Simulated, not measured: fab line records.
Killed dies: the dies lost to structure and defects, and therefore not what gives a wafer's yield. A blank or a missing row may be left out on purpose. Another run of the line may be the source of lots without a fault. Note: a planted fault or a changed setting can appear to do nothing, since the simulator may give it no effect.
fab line records -- flow n5_finfet
record: lots: 5, wafers: 14, last_day: 16
route steps=1938 shown DUMMY_GATE@248 SPACER0@258 SD_EPI_N@262 BEOL_M4@1111 PASSIVATION@1936
lots with no fault: from the same line, run without faults
start_h: start of the lot's first displayed wafer, in hours after the record's first day -- wait_h: hours from the lot's prior step to this one -- " unchanged from the row above -- L1.1+2: a row that stands for several wafers -- - no value, or no start given -- * or withheld: withheld -- < > ~ a bound
route shown NAME@n: names a module that has steps shown in the file, with the first one's number in the route -- usual: mean/standard deviation taken from wafers without a fault -- same: alike in all rows -- chamber/n: place in a boat -- sites: readings site by site -- _std_site: standard deviation of those values -- _edge_site: inner sites' mean taken away from outer sites' mean -- radius_mm: how far each site lies from the wafer's centre -- mask NAME#n: copy n -- behind: the tool/chamber that last shaped the wafer -- hold: the reason the lot was held/the length of the hold in hours/how it ended -- device: whichever transistor did not switch (one of n, p or np) -- end of line: tests of these same wafers at the route's end -- step lacking rows: just its recipe -- killed: the dies lost at the first sort to structure and to defects; this is not the yield of the wafer -- map: a wafer's dies, marking killed ones x, the rest . and places with no die _
set.NAME: setting as actually run; set.NAME@STEP: the setting as run at that earlier step -- model.NAME: the simulator's own value behind a step, which no gauge read
a table for each step, a row for each wafer; lots at some steps of the route
services: when a tool's chamber went out of use (start_h, in hours from the record's first day, below 0 if earlier), for how many hours, and the reason
== steps ==
step: N5_DUMMY_GATE_ETCH_44
recipe: chemistry: HBr/O2, over_etch_frac: 0.7, target_depth_a: 1275, stop_on: SiO2, ion_energy_ev: 60, bias_w: 20, target: poly-Si, mask_material: SiO2, pressure_mtorr: 20, icp_w: 400, HBr_flow_sccm: 120, O2_flow_sccm: 10
step: N5_DUMMY_GATE_ETCH_42
recipe: chemistry: CHF3/O2, target: SiO2, target_depth_a: 35, time_s: 31, ion_energy_ev: 30, bias_w: 12, pressure_mtorr: 30, source_w: 600, Ar_flow_sccm: 200, CHF3_flow_sccm: 50, O2_flow_sccm: 5
step: N5_DUMMY_GATE_STRIP_48
recipe: chemistry: N2/H2, time_s: 20, power_w: 100, temp_c: 40, pressure_mtorr: 100, rf_frequency_hz: 6e+07, bias_power_w: 3, n2_flow_sccm: 300, h2_flow_sccm: 300
step: N5_DUMMY_GATE_PRECLEAN_33
recipe: chemistry: dHF, time_s: 10, dilution: 750:1, temp_c: 25
step: N5_DUMMY_GATE_PRECLEAN_25
recipe: chemistry: O3/DIW, time_s: 45, temp_c: 22, o3_ppm: 10
step: N5_DUMMY_GATE_PRECLEAN_51
recipe: chemistry: SC2, time_s: 45, temp_c: 35, mix: 1:1:50
step: N5_DUMMY_GATE_SRD_26
recipe: dry: ipa_marangoni, time_s: 30, temp_c: 23, rinse_liquid: diw
step: N5_DUMMY_GATE_UV_OZONE_45
recipe: time_s: 120, pressure_torr: 760, temp_c: 25
step: N5_SPACER0_ALD_07
recipe: material: SiNx, target_thk_a: 20, temp_c: 400, ald_precursor_family: SiH2I2, ald_co_reactant: N2/H2-plasma, pressure_torr: 2
step: N5_SPACER0_ALD_00
recipe: material: SiOCN, target_thk_a: 35, temp_c: 400, ald_precursor_family: alkyl-aminosilane, ald_co_reactant: O2/N2-plasma, pulse_time_s: 3, purge_time_s: 2, co_reactant_purge_time_s: 2, ald_cycles: 58, pressure_torr: 2
step: N5_SPACER0_ALD_08
recipe: material: SiNx, target_thk_a: 20, temp_c: 400, ald_precursor_family: SiH2I2, ald_co_reactant: N2/H2-plasma, pressure_torr: 2
usual: heater_power_w: 841/99
lot.wafer,tool,chamber,start_h,wait_h,heater_power_w,model.SiNx_of_SPACER0_ALD_08.thk_nm
L446.1,ald_sin-03,1,54.24,0.1,873,2
L446.2,ald_sin-03,0,54.24,0.1,776,2
L446.4,ald_sin-03,3,54.24,0.1,787,2
L447.2,ald_sin-01,2,62.62,0.1,706,2
L447.3,ald_sin-01,1,62.62,0.1,884,2
L447.6,ald_sin-01,2,62.62,0.1,705,2
L460.5,ald_sin-03,3,138.12,0.1,768,2
L460.6,ald_sin-03,0,138.12,0.1,782,1.4
L462.3,ald_sin-03,1,156.66,0.1,831,2
L462.4,ald_sin-03,0,156.66,0.1,810,2
L462.6,ald_sin-03,0,156.66,0.1,765,1.4
L463.2,ald_sin-03,0,158.77,0.1,773,2
L463.3,ald_sin-03,2,158.77,0.1,862,2
L463.6,ald_sin-03,2,158.77,0.1,884,1.4
step: N5_SD_EPI_N_COAT_32
recipe: resist: SOC, temp_c: 250, time_s: 60, spin_rpm: 1500, resist_thk_nm: 350
step: N5_SD_EPI_N_COAT_33
recipe: resist: SiARC, temp_c: 220, time_s: 60, spin_rpm: 1500, resist_thk_nm: 35
step: N5_SD_EPI_N_COAT_03
recipe: resist: CAR-ArF-block, spin_rpm: 1500, resist_thk_nm: 150
step: N5_SD_EPI_N_EBR_05
recipe: solvent: PGMEA, ebr_width_mm: 1.5
step: N5_SD_EPI_N_SOFTBAKE_04
recipe: temp_c: 110, time_s: 60, resist: CAR-ArF-block
step: N5_SD_EPI_N_EXPOSE_06
recipe: mask_id: SD_N_BLK, na: 1.35, source_shape: conventional, sigma_outer: 0.8, polarization: unpolarized, target_cd_nm: 120, dose_mj: 39.75
step: N5_SD_EPI_N_PEB_07
recipe: peb_temp_c: 110, peb_time_s: 60, resist: CAR-ArF-block
step: N5_SD_EPI_N_DEVELOP_08
recipe: develop_time_s: 30, developer: TMAH, resist: CAR-ArF-block, dev_temp_c: 23, rinse_liquid: diw, dry: air_spin
step: N5_SD_EPI_N_DESCUM_14
recipe: chemistry: O2, time_s: 7.9, source_power_w: 50, bias_power_w: 20, pressure_mtorr: 20, rf_frequency_hz: 2.712e+07, temp_c: 40, resist: CAR-ArF-block, o2_flow_sccm: 225
step: N5_SD_EPI_N_ETCH_34
recipe: chemistry: CF4, target: SiARC, target_depth_a: 455, mask_material: CAR-ArF-block, time_s: 75.8, ion_energy_ev: 80, pressure_mtorr: 40, source_w: 545, bias_w: 36, Ar_flow_sccm: 100, cf4_flow_sccm: 100, ends: cleared
step: N5_SD_EPI_N_ETCH_35
recipe: chemistry: N2/H2, target: SOC, overetch_a: 1080, mask_material: SiARC, temp_c: 40, ion_energy_ev: 100, source_w: 3000, bias_w: 133, pressure_mtorr: 20, time_s: 486, n2_flow_sccm: 200, h2_flow_sccm: 200
step: N5_SD_EPI_N_STRIP_36
recipe: chemistry: N2/H2, temp_c: 40, n2_flow_sccm: 200, h2_flow_sccm: 200, rf_frequency_hz: 6e+07
step: N5_SD_EPI_N_ETCHBACK_44
recipe: chemistry: CH3F/O2, mode: anisotropic_etchback, target: SiNx, target_depth_a: 145, stop_on: SiO2, over_etch_frac: 0.3, ion_energy_ev: 120, pressure_mtorr: 30, source_w: 395, bias_w: 73, Ar_flow_sccm: 150, CH3F_flow_sccm: 30, O2_flow_sccm: 20
step: N5_SD_EPI_N_ETCH_45
recipe: chemistry: CH3F/O2, target: SiOCN, target_depth_a: 60, mask_material: SOC, ion_energy_ev: 60, bias_w: 29, pressure_mtorr: 15, source_w: 410, Ar_flow_sccm: 150, CH3F_flow_sccm: 30, O2_flow_sccm: 20
step: N5_SD_EPI_N_ETCH_16
recipe: chemistry: CHF3/O2, target: SiO2, target_depth_a: 50, mask_material: SOC, pressure_mtorr: 30, source_w: 650, bias_w: 170, Ar_flow_sccm: 200, CHF3_flow_sccm: 50, O2_flow_sccm: 5, ion_energy_ev: 200
step: N5_SD_EPI_N_STRIP_47
recipe: chemistry: CHF3/O2, resist: SiARC, rf_frequency_hz: 6e+07
step: N5_SD_EPI_N_SD_RECESS_17
recipe: chemistry: HBr/Cl2/O2, target_depth_a: 410, mask_material: SOC, time_s: 23.7, bt_time_s: 3, pressure_mtorr: 10, icp_w: 800, bias_w: 112, HBr_flow_sccm: 150, Cl2_flow_sccm: 80, O2_flow_sccm: 12
step: N5_SD_EPI_N_STRIP_38
recipe: chemistry: N2/H2, power_w: 1000, temp_c: 250, h2_frac: 0.65, overash_fraction: 0.3, pressure_mtorr: withheld, n2_flow_sccm: 1750, h2_flow_sccm: 3250
step: N5_SD_EPI_N_WET_ETCH_43
recipe: chemistry: dHF, dilution: withheld, time_s: 14, target: SiO2, target_depth_a: 15, temp_c: 25
lot.wafer,tool,chamber,start_h,wait_h,model.SiNx_of_SPACER0_ALD_08.thk_nm
L446.1+4,wet_bench-01,"7,5",55.63,-,1.6
L446.2,wet_bench-01,3,55.63,-,1.4
L447.2+3+6,wet_bench-01,"0,2,3",64.36,-,1.6
L460.5,wet_bench-01,5,139.63,-,1.6
L460.6,wet_bench-01,4,139.63,-,0.8
L462.3+4,wet_bench-06,"6,5",158.24,-,1.6
L462.6,wet_bench-06,1,158.24,-,0.8
L463.2+3,wet_bench-06,"0,3",160.48,-,1.6
L463.6,wet_bench-06,1,160.48,-,0.8
step: N5_SD_EPI_N_STRIP_18
recipe: chemistry: SPM, time_s: 750, temp_c: 130, h2so4_h2o2_vol_ratio: 4
step: N5_SD_EPI_N_SRD_20
recipe: dry: ipa_marangoni, do_ppb: 5, time_s: 30, temp_c: 23, rinse_liquid: diw
step: N5_SD_EPI_N_PRECLEAN_48
recipe: chemistry: NF3:NH3, afs_cycles: 2, temp_c: 30, time_s: 20, sublimation_temp_c: 180, sublimation_time_s: 60, pressure_torr: 3, rf_power_w: 30
step: N5_SD_EPI_N_VAPOR_ETCH_50
recipe: chemistry: HCl, target: Si, temp_c: 775, time_s: 54, pressure_torr: 20, mode: isotropic
step: N5_SD_EPI_N_EPI_21
recipe: material: Si:P, dopant: P, temp_c: 680, pressure_torr: 255, time_s: 690
step: N5_BEOL_M4_RC_MEAS_101
usual: DIBL_N: 36.3/1.2, DIBL_P: 36.7/1.5, IOFF_N: 0.164/0.02, IOFF_N_85C: 3.2/0.34, IOFF_N_LIN: 0.075/0.0075, IOFF_P: 0.214/0.024, IOFF_P_85C: 3.7/0.34, IOFF_P_LIN: 0.101/0.009, ION_N: 673/8.5, ION_P: 461/5.9, REXT_N: 75.3/1.5, REXT_P: 100.7/2.1, SS_N: 71.6/0.44, SS_P: 73.3/0.55, VT_N: 249.4/2.4, VT_P: -250.0/2.3
lot.wafer,tool,chamber,start_h,wait_h,DIBL_N[mV/V],DIBL_P[mV/V],IOFF_N[nA/um],IOFF_N_85C[nA/um],IOFF_N_LIN[nA/um],IOFF_P[nA/um],IOFF_P_85C[nA/um],IOFF_P_LIN[nA/um],ION_N[uA/um],ION_P[uA/um],REXT_N[ohm.um],REXT_P[ohm.um],SS_N[mV/dec],SS_P[mV/dec],VT_N[mV],VT_P[mV]
L446.1,prober-02,0,171.73,0.0,35.2,33.6,0.146,2.8,0.069,0.190,3.3,0.092,674,462,74.1,102.0,71.2,72.8,250.3,-249.2
L446.2,prober-02,0,171.73,0.0,36.0,34.6,0.151,2.9,0.070,0.207,3.6,0.099,660,462,75.2,100.1,71.9,73.1,250.2,-248.8
L446.4,prober-02,0,171.73,0.0,36.6,34.5,0.158,3.0,0.070,0.204,3.5,0.097,666,457,74.8,101.5,71.4,73.3,250.9,-249.3
L447.2,prober-01,0,194.91,0.2,35.8,38.1,0.168,3.2,0.075,0.214,3.7,0.098,678,462,76.6,99.6,71.2,73.9,247.9,-252.2
L447.3,prober-01,0,194.91,0.2,34.7,36.0,0.141,2.7,0.065,0.180,3.2,0.087,669,455,75.4,99.2,70.6,72.5,251.3,-251.2
L447.6,prober-01,0,194.91,0.2,35.6,36.7,0.156,2.9,0.070,0.194,3.4,0.091,668,455,75.4,99.4,72.1,72.8,250.0,-253.7
L460.5,prober-02,0,260.54,0.6,35.2,35.6,0.134,2.7,0.064,0.196,3.5,0.099,664,460,75.5,99.9,70.6,72.4,251.3,-249.8
L460.6,prober-02,0,260.54,0.6,41.0,42.0,0.250,4.5,0.103,0.360,5.8,0.158,699,485,71.3,94.0,72.8,75.0,246.1,-237.6
L463.2,prober-01,0,281.12,0.2,35.2,37.4,0.164,3.2,0.076,0.210,3.7,0.100,682,464,75.3,99.6,71.4,72.5,247.2,-249.2
L463.3,prober-01,0,281.12,0.2,33.8,35.5,0.130,2.7,0.062,0.181,3.3,0.090,660,456,74.9,99.7,71.2,71.9,252.8,-249.8
L463.6,prober-01,0,281.12,0.2,38.2,39.8,0.222,4.2,0.094,0.287,4.8,0.130,694,473,69.9,93.5,71.9,73.1,244.0,-244.6
L462.3,prober-02,0,283.15,0.3,36.9,38.5,0.214,4.0,0.098,0.250,4.2,0.112,692,473,76.8,100.2,72.3,74.0,243.5,-248.5
L462.4,prober-02,0,283.15,0.3,36.1,36.1,0.174,3.4,0.081,0.210,3.6,0.098,674,466,76.4,99.4,72.0,73.3,249.3,-251.5
L462.6,prober-02,0,283.15,0.3,40.4,41.3,0.276,4.9,0.119,0.350,5.6,0.147,707,478,71.7,94.4,72.5,74.1,238.3,-242.4
step: N5_PASSIVATION_PROBE_49
usual: defect_limited_yield: 91.2/1.5, killed_at_M0_to_M3: 35/11, killed_at_M4_up: 13/5.6, killed_at_contacts: 13/6.3, killed_at_front_end: 38/12, killed_at_other: 3.7/2.9, killed_dies: 104/18, killed_open: 69/13, killed_short: 34/8.3, sort_bin_4_leakage: 0/0, sort_bin_5_function: 5.2/0.95, sort_bin_6_memory: 3.3/0.68, sort_n_pass: 1076/18, sort_yield_pct: 91.2/1.5
same: gross_dies: 1180, killed_at_back_side: 0, sort_bin_8_speed[%]: 0
lot.wafer,tool,chamber,start_h,wait_h,defect_limited_yield[%],killed_at_M0_to_M3,killed_at_M4_up,killed_at_contacts,killed_at_front_end,killed_at_other,killed_dies,killed_open,killed_short,sort_bin_4_leakage[%],sort_bin_5_function[%],sort_bin_6_memory[%],sort_n_pass,sort_yield_pct[%]
L447.2,prober-02,-,299.73,0.1,91.9,47,7,12,27,3,96,66,26,0,4.9,2.8,1084,91.9
L447.3,prober-02,-,299.78,0.1,90.7,41,12,16,39,2,110,79,30,0,5.4,3.6,1070,90.7
L447.6,prober-02,-,299.93,0.3,91.1,29,23,11,39,3,105,75,29,0,4.8,4.0,1075,91.1
L460.5,prober-01,-,364.92,0.2,90.5,40,13,12,46,1,112,76,35,0,5.8,3.5,1068,90.5
L460.6,prober-01,-,364.97,0.3,89.8,32,6,25,53,4,120,74,45,0.08,6.4,3.6,1059,89.7
L462.3,prober-02,-,383.79,0.1,90.2,35,16,32,31,2,116,76,39,0,5.1,4.5,1064,90.2
L462.4,prober-02,-,383.84,0.2,89.9,56,21,10,30,2,119,73,46,0,6.4,3.2,1061,89.9
L462.6,prober-02,-,383.94,0.3,91.5,38,17,22,21,2,100,75,25,0.08,5.3,2.8,1079,91.4
L463.2,prober-02,-,394.22,0.1,90.1,42,14,8,52,1,117,69,48,0,6.4,3.2,1063,90.1
L463.3,prober-02,-,394.27,0.1,91.4,25,21,18,35,2,101,58,43,0,5.5,2.4,1079,91.4
L463.6,prober-02,-,394.42,0.3,91.1,47,21,11,25,1,105,73,29,0,5.3,3.4,1075,91.1
killed by level:class
L447.2 BEOL_M2:geometric_particle:open=13 MOL_CONTACT_COAG:geometric_particle:open=11 BEOL_M1:geometric_particle:open=8 BEOL_M3:geometric_particle:open=8 FIN_SAQP:geometric_particle:short=6 BEOL_M0_SAQP:geometric_particle:short=5 FIN_SAQP:geometric_particle:open=4 BEOL_M0:geometric_particle:open=4
L447.3 MOL_CONTACT_COAG:geometric_particle:open=14 FIN_SAQP:geometric_particle:open=13 BEOL_M3:geometric_particle:open=8 BEOL_M1:geometric_particle:open=7 BEOL_M0_SAQP:geometric_particle:short=6 BEOL_M0_SAQP:geometric_particle:open=6 FIN_SAQP:geometric_particle:short=5 STARTING-WAFER:geometric_particle:short=5
L447.6 FIN_SAQP:geometric_particle:open=21 BEOL_M4:geometric_particle:open=14 MOL_CONTACT_COAG:geometric_particle:open=9 FIN_SAQP:geometric_particle:short=7 STI_FIN_REVEAL:geometric_particle:open=6 BEOL_M0_SAQP:geometric_particle:short=6 BEOL_M1:geometric_particle:short=4 BEOL_M2:geometric_particle:open=4
L460.5 BEOL_M3:geometric_particle:open=13 FIN_SAQP:geometric_particle:short=12 MOL_CONTACT_COAG:geometric_particle:open=10 FIN_SAQP:geometric_particle:open=9 STI_FIN_REVEAL:geometric_particle:open=9 BEOL_M0_SAQP:geometric_particle:open=9 BEOL_M4:geometric_particle:open=8 BEOL_M0_SAQP:geometric_particle:short=7
L460.6 MOL_CONTACT_COAG:geometric_particle:open=19 FIN_SAQP:geometric_particle:short=16 FIN_SAQP:geometric_particle:open=9 BEOL_M3:geometric_particle:open=9 STI_FIN_REVEAL:geometric_particle:open=8 MOL_CONTACT_COAG:geometric_particle:short=6 DUMMY_GATE:geometric_particle:open=6 GATE_CUT:geometric_particle:short=5
L462.3 MOL_CONTACT_COAG:geometric_particle:open=28 BEOL_M2:geometric_particle:open=10 GATE_CUT:geometric_particle:open=6 BEOL_M0_SAQP:geometric_particle:short=6 FIN_SAQP:geometric_particle:short=5 BEOL_M1:geometric_particle:open=5 BEOL_M0_SAQP:geometric_particle:open=5 ILD0:geometric_particle:open=4
L462.4 BEOL_M0_SAQP:geometric_particle:open=20 BEOL_M0_SAQP:geometric_particle:short=16 BEOL_M2:geometric_particle:open=10 GATE_CUT:geometric_particle:short=8 BEOL_M4:geometric_particle:open=8 MOL_CONTACT_COAG:geometric_particle:open=7 FIN_SAQP:geometric_particle:open=5 ILD0:geometric_particle:short=4
L462.6 MOL_CONTACT_COAG:geometric_particle:open=20 BEOL_M2:geometric_particle:open=8 BEOL_M4:geometric_particle:open=7 BEOL_M0_SAQP:geometric_particle:open=5 BEOL_M1:geometric_particle:open=5 BEOL_M2:geometric_particle:short=5 FIN_SAQP:geometric_particle:open=4 BEOL_M0_SAQP:geometric_particle:short=4
L463.2 STI_FIN_REVEAL:geometric_particle:open=15 BEOL_M0_SAQP:geometric_particle:open=10 BEOL_M0_SAQP:geometric_particle:short=10 BEOL_M3:geometric_particle:open=8 FIN_SAQP:geometric_particle:short=7 BEOL_M4:geometric_particle:open=6 STARTING-WAFER:geometric_particle:open=6 FIN_SAQP:geometric_particle:open=5
L463.3 MOL_CONTACT_COAG:geometric_particle:open=12 BEOL_M4:geometric_particle:open=10 BEOL_M0_SAQP:geometric_particle:short=9 FIN_SAQP:geometric_particle:short=8 GATE_CUT:geometric_particle:short=8 STI_FIN_REVEAL:geometric_particle:open=7 MOL_CONTACT_COAG:geometric_particle:short=6 BEOL_M0_SAQP:geometric_particle:open=6
L463.6 BEOL_M3:geometric_particle:open=12 BEOL_M2:geometric_particle:open=11 BEOL_M4:geometric_particle:open=10 BEOL_M0_SAQP:geometric_particle:open=9 MOL_CONTACT_COAG:geometric_particle:open=8 BEOL_M0_SAQP:geometric_particle:short=8 STI_FIN_REVEAL:geometric_particle:open=5 GATE_CUT:geometric_particle:short=4
== services ==
tool,chamber,start_h,hours,kind
ald_sin-03,-,33.68,0.3,repair
wet_bench-06,-,36.88,2.3,repair
ald_sin-01,1,59.55,1.4,repair
ald_sin-03,2,78.97,1.4,repair
ald_sin-03,-,85.46,14.0,pm
ald_sin-03,0,85.46,14.0,vent_cycle
ald_sin-03,1,85.46,14.0,vent_cycle
ald_sin-03,2,85.46,14.0,vent_cycle
ald_sin-03,3,85.46,14.0,vent_cycle
wet_bench-01,-,86.46,1.7,repair
ald_sin-03,0,99.46,-,clean
ald_sin-03,1,99.46,-,clean
ald_sin-03,2,99.46,-,clean
ald_sin-03,3,99.46,-,clean
ald_sin-03,-,114.28,0.5,repair
ald_sin-03,-,132.48,2.8,pm
ald_sin-01,-,159.36,2.8,pm
== key ==
first_sign: step: N5_BEOL_M4_RC_MEAS_101, reading: IOFF_P, direction: up, sigmas: 5, usual: 0.214, struck: 0.332
effect: step: N5_BEOL_M4_RC_MEAS_101, reading: IOFF_P_85C, direction: up, sigmas: 5, usual: 3.7, struck: 5.4
effect: step: N5_BEOL_M4_RC_MEAS_101, reading: IOFF_P_LIN, direction: up, sigmas: 4.9, usual: 0.101, struck: 0.145
effect: step: N5_BEOL_M4_RC_MEAS_101, reading: IOFF_N, direction: up, sigmas: 4.2, usual: 0.164, struck: 0.249
effect: step: N5_BEOL_M4_RC_MEAS_101, reading: IOFF_N_85C, direction: up, sigmas: 4.1, usual: 3.2, struck: 4.5
effect: step: N5_BEOL_M4_RC_MEAS_101, reading: IOFF_N_LIN, direction: up, sigmas: 4, usual: 0.075, struck: 0.105
effect: step: N5_BEOL_M4_RC_MEAS_101, reading: VT_P, direction: up, sigmas: 3.7, usual: -250.0, struck: -241.5
effect: step: N5_BEOL_M4_RC_MEAS_101, reading: REXT_P, direction: down, sigmas: 3.2, usual: 100.7, struck: 94.0
effect: step: N5_BEOL_M4_RC_MEAS_101, reading: ION_N, direction: up, sigmas: 3.1, usual: 673, struck: 700
effect: step: N5_BEOL_M4_RC_MEAS_101, reading: ION_P, direction: up, sigmas: 3, usual: 461, struck: 479
effect: step: N5_BEOL_M4_RC_MEAS_101, reading: DIBL_P, direction: up, sigmas: 2.9, usual: 36.7, struck: 41.0
effect: step: N5_BEOL_M4_RC_MEAS_101, reading: REXT_N, direction: down, sigmas: 2.9, usual: 75.3, struck: 71.0
model_effect: step: N5_SPACER0_ALD_08, value: SiNx_of_SPACER0_ALD_08.thk_nm, without: 2, struck: 1.4
model_effect: step: N5_SD_EPI_N_WET_ETCH_43, value: SiNx_of_SPACER0_ALD_08.thk_nm, without: 1.6, struck: 0.8
met_at N5_SPACER0_ALD_08
struck_wafers L460.6,L462.6,L463.6
onset_between 54.24 138.12
fault: kind: process_parameter_drift, tool: ald_sin-03, chamber: -, onset_h: 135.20, steps: N5_SPACER0_ALD_08, channel: target_thk_a, offset: *, shape: step, end_h: 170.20, scope: struck_wafers_only, acts_in: *, stated: *
